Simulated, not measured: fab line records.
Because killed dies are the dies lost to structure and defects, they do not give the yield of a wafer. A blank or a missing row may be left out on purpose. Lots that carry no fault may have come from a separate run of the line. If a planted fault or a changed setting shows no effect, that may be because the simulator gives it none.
fab line records	flow n5Finfet
record: lots: 10	wafers: 30	lastDay: 17
route steps=1938 shown BEOL_M1@825 BEOL_M2@841 BEOL_M4@1111 PASSIVATION@1936
lots untouched by any fault: they come from a run of this same line in which no faults occurred
startH: hours from the record's first day to the start of the lot's first wafer shown	waitH: hours elapsed since this lot's preceding step	" as in the row above	L1.1+2: a row that stands for several wafers	- no value, or no start given	* or withheld: withheld	< > ~ a bound
route shown NAME@n: names a module that has steps shown in the file, with the first one's number in the route	usual: mean/standard deviation taken from wafers without a fault	same: alike in all rows	chamber/n: place in a boat	sites: the reading at each site	_std_site: standard deviation across them	_edge_site: outer sites' mean less inner sites'	radiusMm: for every site, how far away it sits from the centre of the wafer	mask NAME#n: copy n	behind: the most recent tool/chamber to have shaped the wafer	hold: the reason the lot was held/the length of the hold in hours/how it ended	device: the transistor (n, p or np) that didn't switch	end of line: the tests these same wafers got at the end of their route	a step given without rows: its recipe and nothing more	killed: the dies lost at the first sort to structure and to defects; this is not the yield of the wafer	map: the dies of a wafer, with x for killed, . for not killed, _ for no die there
set.NAME: setting as actually run; set.NAME@STEP: the setting as run at that earlier step	model.NAME: the simulator's own value behind a step, which no gauge read
one table for each step of the route and one row for each wafer, over a sample of lots
services: from which hour (startH, from the record's first day; less than 0 if before it) a tool's chamber was out of use, for how many hours, and why
== steps ==
step: N5_BEOL_M1_ANNEAL_91
recipe: tempC: 400	timeS: 240	ambient: vacuum
usual: heaterPowerW: 836/60
lot.wafer	tool	chamber	startH	waitH	heaterPowerW
L674.1	pvdSputter-02	-	144.13	0.0	776
L674.3	"	-	"	"	906
L674.5	"	-	"	"	890
L677.2	pvdSputter-02	-	156.29	0.0	774
L677.3	"	-	"	"	767
L677.6	"	-	"	"	829
L682.1	pvdSputter-01	-	191.11	0.0	879
L682.4	"	-	"	"	900
L682.6	"	-	"	"	769
L683.1	pvdSputter-03	-	206.31	0.0	717
L683.4	"	-	"	"	820
L683.6	"	-	"	"	849
L684.1	pvdSputter-03	-	208.15	0.0	723
L684.2	"	-	"	"	865
L684.3	"	-	"	"	847
L685.2	pvdSputter-02	-	209.46	0.0	859
L685.3	"	-	"	"	778
L685.4	"	-	"	"	921
L688.1	pvdSputter-03	-	220.05	0.0	829
L688.5	"	-	"	"	829
L688.6	"	-	"	"	878
L690.1	pvdSputter-02	-	239.41	0.0	846
L690.2	"	-	"	"	798
L690.4	"	-	"	"	904
L691.1	pvdSputter-03	-	245.93	0.0	875
L691.2	"	-	"	"	821
L691.3	"	-	"	"	840
L692.1	pvdSputter-03	-	248.27	0.0	840
L692.3	"	-	"	"	839
L692.4	"	-	"	"	881
step: N5_BEOL_M1_ANNEAL_95
recipe: tempC: 400	timeS: 240	ambient: vacuum
usual: heaterPowerW: 839/60
lot.wafer	tool	chamber	startH	waitH	heaterPowerW
L674.1	pvdSputter-02	-	144.58	0.0	799
L674.3	"	-	"	"	904
L674.5	"	-	"	"	888
L677.2	pvdSputter-02	-	156.73	0.0	774
L677.3	"	-	"	"	793
L677.6	"	-	"	"	870
L682.1	pvdSputter-01	-	191.55	0.0	898
L682.4	"	-	"	"	939
L682.6	"	-	"	"	769
L683.1	pvdSputter-03	-	206.75	0.0	731
L683.4	"	-	"	"	833
L683.6	"	-	"	"	839
L684.1	pvdSputter-03	-	208.59	0.0	732
L684.2	"	-	"	"	850
L684.3	"	-	"	"	825
L685.2	pvdSputter-02	-	209.90	0.0	846
L685.3	"	-	"	"	786
L685.4	"	-	"	"	916
L688.1	pvdSputter-03	-	220.49	0.0	827
L688.5	"	-	"	"	823
L688.6	"	-	"	"	891
L690.1	pvdSputter-02	-	239.85	0.0	874
L690.2	"	-	"	"	814
L690.4	"	-	"	"	890
L691.1	pvdSputter-03	-	246.37	0.0	903
L691.2	"	-	"	"	831
L691.3	"	-	"	"	842
L692.1	pvdSputter-03	-	248.71	0.0	855
L692.3	"	-	"	"	825
L692.4	"	-	"	"	871
step: N5_BEOL_M1_PRE_CLEAN_60
recipe: gas: NH3/H2	timeS: 15	tempC: *	rfPowerW: 300
usual: heaterPowerW: 87/27
lot.wafer	tool	chamber	startH	waitH	heaterPowerW
L674.1	cvdCo-02	0	145.58	0.0	73
L674.3	"	1	"	"	77
L674.5	"	0	"	"	74
L677.2	cvdCo-01	0	157.70	0.0	130
L677.3	"	1	"	"	126
L677.6	"	0	"	"	126
L682.1	cvdCo-01	1	193.50	0.2	126
L682.4	"	1	"	"	126
L682.6	"	0	"	"	129
L683.1	cvdCo-02	1	207.72	0.0	75
L683.4	"	2	"	"	82
L683.6	"	1	"	"	77
L684.1	cvdCo-01	0	209.64	0.0	126
L684.2	"	2	"	"	51
L684.3	"	2	"	"	51
L685.2	cvdCo-02	1	211.07	0.0	77
L685.3	"	0	"	"	73
L685.4	"	2	"	"	82
L688.1	cvdCo-02	1	221.45	0.0	75
L688.5	"	2	"	"	82
L688.6	"	1	"	"	75
L690.1	cvdCo-01	2	240.99	0.0	52
L690.2	"	0	"	"	129
L690.4	"	2	"	"	52
L691.1	cvdCo-01	1	247.38	0.0	125
L691.2	"	0	"	"	131
L691.3	"	2	"	"	52
L692.1	cvdCo-01	2	249.68	0.0	51
L692.3	"	1	"	"	126
L692.4	"	1	"	"	126
step: N5_BEOL_M2_ILD_DEP_00
recipe: material: SiOC	targetThkA: 790	tempC: 350	precursor: DEMS/O2	pressureTorr: 5	rfW: 500	timeS: 15.3
usual: heaterPowerW: 472/110	showerheadPlenumPTorr: 5.695/0.016	susceptorTempC: 349.95/0.22	throttleValvePct: 11.7/0.45
lot.wafer	tool	chamber	startH	waitH	heaterPowerW	showerheadPlenumPTorr	susceptorTempC	throttleValvePct
L674.1	pecvd-02	2	145.87	0.0	547	5.708	349.71	11.1
L674.3	"	0	"	"	355	5.714	350.07	10.9
L674.5	"	2	"	"	538	5.692	349.29	11.1
L677.2	pecvd-01	1	157.98	0.0	345	5.715	350.28	12.0
L677.3	"	2	"	"	376	5.683	349.89	12.1
L677.6	"	1	"	"	340	5.716	350.04	11.8
L682.1	pecvd-04	2	193.82	0.0	685	5.671	349.48	12.4
L682.4	"	2	"	"	672	5.664	349.68	12.4
L682.6	"	1	"	"	420	5.701	349.73	12.2
L683.1	pecvd-01	2	208.00	0.0	434	5.690	350.08	12.1
L683.4	"	0	"	"	565	5.688	349.65	12.2
L683.6	"	1	"	"	293	5.704	350.11	11.9
L684.1	pecvd-02	2	210.01	0.0	600	5.707	350.18	11.4
L684.2	"	0	"	"	364	5.720	350.15	10.9
L684.3	"	1	"	"	552	5.695	349.79	12.0
L685.2	pecvd-02	1	211.35	0.0	540	5.693	350.15	11.7
L685.3	"	0	"	"	353	5.725	349.90	11.2
L685.4	"	1	"	"	544	5.709	349.94	11.8
L688.1	pecvd-04	1	221.74	0.0	335	5.693	349.98	12.3
L688.5	"	0	"	"	485	5.692	349.79	11.8
L688.6	"	1	"	"	355	5.705	349.96	11.9
L690.1	pecvd-04	1	241.27	0.0	387	5.690	350.25	12.2
L690.2	"	2	"	"	570	5.668	350.04	11.6
L690.4	"	2	"	"	575	5.658	350.04	11.4
L691.1	pecvd-02	2	247.67	0.0	561	5.701	348.51	11.2
L691.2	"	0	"	"	324	5.719	348.59	11.2
L691.3	"	1	"	"	473	5.684	348.39	11.5
L692.1	pecvd-02	2	249.96	0.0	529	5.694	348.52	11.3
L692.3	"	0	"	"	309	5.706	348.60	11.1
L692.4	"	1	"	"	546	5.701	348.35	11.5
step: N5_BEOL_M4_RC_MEAS_101
usual: DIBL_N: 36.0/2.5	DIBL_P: 36.2/3	IOFF_N: 0.16/0.044	IOFF_P: 0.21/0.049	ION_N: 671/15	ION_P: 461/8.7	SS_N: 71.5/0.72	SS_P: 73.4/0.9	VT_N: 251/4.4	VT_P: -250/4
lot.wafer	tool	chamber	startH	waitH	DIBL_N[mV/V]	DIBL_P[mV/V]	IOFF_N[nA/um]	IOFF_P[nA/um]	ION_N[uA/um]	ION_P[uA/um]	SS_N[mV/dec]	SS_P[mV/dec]	VT_N[mV]	VT_P[mV]
L674.1	prober-02	0	189.25	0.6	34.6	36.4	0.13	0.19	652	449	71.9	73.2	254	-252
L674.3	"	0	"	"	33.6	35.3	0.13	0.17	660	452	71.7	73.2	253	-253
L674.5	"	0	"	"	33.5	35.5	0.13	0.18	652	447	72.0	73.0	254	-255
L677.2	prober-01	0	215.59	0.2	37.4	38.6	0.19	0.24	694	470	72.2	73.8	249	-247
L677.3	"	0	"	"	38.0	39.2	0.19	0.25	670	454	72.3	73.3	250	-252
L677.6	"	0	"	"	38.5	39.4	0.20	0.24	678	457	72.9	74.5	249	-251
L682.1	prober-01	0	233.36	0.0	34.2	34.9	0.13	0.20	657	457	71.5	72.8	252	-252
L682.4	"	0	"	"	34.1	35.2	0.14	0.20	672	464	70.9	73.4	250	-248
L682.6	"	0	"	"	37.7	39.4	0.21	0.29	699	482	72.3	73.4	245	-246
L683.1	prober-02	0	244.31	0.0	35.8	35.0	0.13	0.19	662	459	71.5	73.2	253	-253
L683.4	"	0	"	"	38.2	37.5	0.17	0.22	672	463	72.1	73.5	249	-247
L683.6	"	0	"	"	35.3	33.7	0.13	0.18	662	464	71.2	72.7	252	-252
L684.1	prober-02	0	251.89	0.0	36.6	36.2	0.16	0.21	666	452	71.6	73.5	252	-250
L684.2	"	0	"	"	38.0	37.7	0.18	0.22	680	460	71.9	74.1	249	-253
L684.3	"	0	"	"	30.6	28.6	0.08	0.11	656	446	70.4	71.3	259	-260
L685.2	prober-02	0	260.87	0.2	40.2	39.5	0.21	0.29	695	476	72.0	74.3	243	-245
L685.3	"	0	"	"	38.9	37.9	0.18	0.24	676	471	72.1	73.6	247	-248
L685.4	"	0	"	"	38.6	36.6	0.17	0.22	668	456	71.9	73.7	250	-250
L688.1	prober-02	0	275.70	0.0	34.1	35.5	0.13	0.21	669	466	71.0	73.4	251	-248
L688.5	"	0	"	"	37.7	38.3	0.21	0.25	676	466	72.5	74.1	247	-247
L688.6	"	0	"	"	34.2	35.0	0.14	0.20	667	466	71.3	73.2	249	-252
L691.1	prober-01	0	285.81	0.0	35.9	37.7	0.18	0.26	676	469	71.0	73.7	248	-244
L691.2	"	0	"	"	34.4	35.8	0.14	0.22	655	460	70.9	73.8	255	-248
L691.3	"	0	"	"	36.0	37.3	0.18	0.24	677	469	72.3	73.8	248	-247
L692.1	prober-01	0	286.74	0.4	33.0	31.1	0.10	0.15	653	454	71.0	71.9	258	-255
L692.3	"	0	"	"	32.5	31.6	0.10	0.15	643	447	70.5	72.3	259	-253
L692.4	"	0	"	"	35.2	35.9	0.14	0.21	668	456	71.3	73.8	250	-251
L690.1	prober-02	0	301.68	0.0	36.5	36.2	0.14	0.20	670	456	71.0	73.2	250	-254
L690.2	"	0	"	"	40.5	40.6	0.22	0.27	674	460	72.4	74.5	246	-248
L690.4	"	0	"	"	36.9	37.0	0.14	0.22	665	464	71.9	74.0	253	-250
step: N5_PASSIVATION_PROBE_49
usual: defectLimitedYield: 91.7/1.4	killed_at_M0_to_M3: 31/11	killed_at_M4_up: 13/4.6	killedAtContacts: 13/6.7	killedAtFrontEnd: 39/9.6	killedAtOther: 3.5/2.8	killedDies: 98/16	killedOnRim: 13/4.2	killedOpen: 64/11	killedShort: 33/8.5	sort_bin_5_function: 4.9/0.96	sort_bin_6_memory: 3.1/0.59	sort_bin_8_speed: 0.2/1.3	sortNPass: 1080/23	sortYieldPct: 91.5/1.9
same: grossDies: 1180	killedAtBackSide: 0	sort_bin_4_leakage[%]: 0
lot.wafer	tool	chamber	startH	waitH	defectLimitedYield[%]	killed_at_M0_to_M3	killed_at_M4_up	killedAtContacts	killedAtFrontEnd	killedAtOther	killedDies	killedOnRim	killedOpen	killedShort	sort_bin_5_function[%]	sort_bin_6_memory[%]	sort_bin_8_speed[%]	sortNPass	sortYieldPct[%]
L683.1	prober-01	-	343.61	0.0	93.4	33	9	4	29	3	78	10	47	31	4.2	2.3	0	1102	93.4
L683.4	prober-01	-	343.76	0.2	90.2	50	15	7	39	5	116	12	77	39	5.7	3.6	0	1064	90.2
L683.6	prober-01	-	343.86	0.3	91.1	57	6	5	37	0	105	14	65	40	5.0	3.3	0	1075	91.1
L688.1	prober-02	-	375.27	0.0	92.1	27	17	10	39	0	93	11	66	23	4.2	3.5	0.1	1087	92.1
L688.5	prober-02	-	375.47	0.2	89.9	42	14	7	52	4	119	21	78	37	5.8	3.7	0	1061	89.9
L688.6	prober-02	-	375.52	0.3	91.2	28	11	7	55	3	104	14	69	33	5.1	3.6	0	1076	91.2
L692.1	prober-02	-	393.04	0.0	91.9	23	15	20	34	3	95	11	62	32	4.2	3.6	0	1085	91.9
L692.3	prober-02	-	393.14	0.1	93.7	25	11	14	21	3	74	4	50	24	4.0	2.2	0.8	1096	92.9
L692.4	prober-02	-	393.19	0.2	93.5	17	19	16	22	3	77	7	50	27	3.6	2.8	0	1103	93.5
killed by level:class
L683.1 BEOL_M0_SAQP:geometricParticle:open=10 FIN_SAQP:geometricParticle:open=9 BEOL_M0_SAQP:geometricParticle:short=7 BEOL_M1:geometricParticle:open=6 BEOL_M3:geometricParticle:short=6 FIN_SAQP:geometricParticle:short=5 STARTING-WAFER:geometricParticle:short=4 STARTING-WAFER:geometricParticle:open=3
L683.4 FIN_SAQP:geometricParticle:open=21 BEOL_M0_SAQP:geometricParticle:open=17 BEOL_M0_SAQP:geometricParticle:short=12 FIN_SAQP:geometricParticle:short=11 BEOL_M2:geometricParticle:open=7 BEOL_M4:geometricParticle:open=7 MOL_CONTACT_COAG:geometricParticle:open=6 BEOL_M1:geometricParticle:open=5
L683.6 BEOL_M0_SAQP:geometricParticle:open=18 BEOL_M0_SAQP:geometricParticle:short=14 STI_FIN_REVEAL:geometricParticle:open=12 FIN_SAQP:geometricParticle:open=5 FIN_SAQP:geometricParticle:short=5 GATE_CUT:geometricParticle:short=5 BEOL_M1:geometricParticle:open=5 BEOL_M2:geometricParticle:open=5
L688.1 FIN_SAQP:geometricParticle:open=11 BEOL_M2:geometricParticle:open=10 MOL_CONTACT_COAG:geometricParticle:open=9 STI_FIN_REVEAL:geometricParticle:open=6 ILD0:geometricParticle:open=6 BEOL_M1:geometricParticle:open=6 FIN_SAQP:geometricParticle:short=5 BEOL_M4:geometricParticle:open=5
L688.5 FIN_SAQP:geometricParticle:open=15 BEOL_M2:geometricParticle:open=15 FIN_SAQP:geometricParticle:short=13 BEOL_M0_SAQP:geometricParticle:open=8 BEOL_M0_SAQP:geometricParticle:short=8 BEOL_M4:geometricParticle:open=7 STI_FIN_REVEAL:geometricParticle:open=6 DUMMY_GATE:geometricParticle:open=5
L688.6 STI_FIN_REVEAL:geometricParticle:open=12 FIN_SAQP:geometricParticle:short=11 FIN_SAQP:geometricParticle:open=9 BEOL_M2:geometricParticle:open=7 MOL_CONTACT_COAG:geometricParticle:open=6 BEOL_M1:geometricParticle:open=6 BEOL_M3:geometricParticle:open=6 BEOL_M4:geometricParticle:open=5
L692.1 MOL_CONTACT_COAG:geometricParticle:open=17 FIN_SAQP:geometricParticle:short=6 BEOL_M0_SAQP:geometricParticle:short=5 BEOL_M8:geometricParticle:open=5 BEOL_M2:geometricParticle:open=5 FIN_SAQP:geometricParticle:open=4 STI_FIN_REVEAL:geometricParticle:open=4 STI_FIN_REVEAL:geometricParticle:short=3
L692.3 MOL_CONTACT_COAG:geometricParticle:open=11 BEOL_M0_SAQP:geometricParticle:open=8 BEOL_M0_SAQP:geometricParticle:short=6 FIN_SAQP:geometricParticle:short=4 STI_FIN_REVEAL:geometricParticle:open=4 GATE_CUT:geometricParticle:short=3 ILD0:geometricParticle:open=3 MOL_CONTACT_COAG:geometricParticle:short=3
L692.4 MOL_CONTACT_COAG:geometricParticle:open=12 BEOL_M0:geometricParticle:open=5 BEOL_M1:geometricParticle:short=5 BEOL_M8:geometricParticle:open=5 ILD0:geometricParticle:short=4 MOL_CONTACT_COAG:geometricParticle:short=4 BEOL_M4:geometricParticle:open=4 FIN_SAQP:geometricParticle:short=3
== services ==
tool	chamber	startH	hours	kind
pecvd-01	2	127.08	7.0	repair
pecvd-02	-	130.40	5.5	pm
pecvd-04	1	132.25	2.1	scheduledDown
pvdSputter-02	-	134.70	2.2	repair
pecvd-04	2	134.94	5.5	scheduledDown
pvdSputter-01	-	138.71	1.8	repair
cvdCo-01	-	139.55	6.9	pm
pecvd-01	-	148.62	1.1	repair
pecvd-01	-	149.76	2.8	pm
pecvd-04	1	156.71	4.8	repair
pecvd-01	0	170.29	-	calibration
pecvd-02	-	177.81	12.4	repair
pecvd-04	0	188.67	5.5	scheduledDown
pecvd-01	-	189.62	5.5	pm
cvdCo-02	0	199.15	4.1	repair
pecvd-04	2	202.38	-	clean
pecvd-04	2	202.38	-	consumableReplace:showerhead
pecvd-04	2	202.38	29.0	scheduledDown
pecvd-04	2	202.38	29.0	ventCycle
cvdCo-01	1	207.95	6.3	repair
pecvd-02	-	218.26	16.8	repair
cvdCo-01	-	222.18	14.6	pm
pecvd-02	-	237.05	4.3	pm
== key ==
firstSign: step: N5_BEOL_M2_ILD_DEP_00	reading: susceptorTempC	direction: down	sigmas: 6.6	usual: *	struck: *
effect none on later readings
metAt N5_BEOL_M2_ILD_DEP_00
struckLots L691,L692
notActingAt N5_BEOL_M1_ANNEAL_91,N5_BEOL_M1_ANNEAL_95,N5_BEOL_M1_PRE_CLEAN_60
onsetBetween 211.35 247.67
fault: kind: processParameterDrift	tool: pecvd-02	chamber: -	onsetH: 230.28	steps: N5_BEOL_M2_ILD_DEP_00	channel: tempC	offset: *	shape: step	endH: 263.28	actsIn: *	stated: *
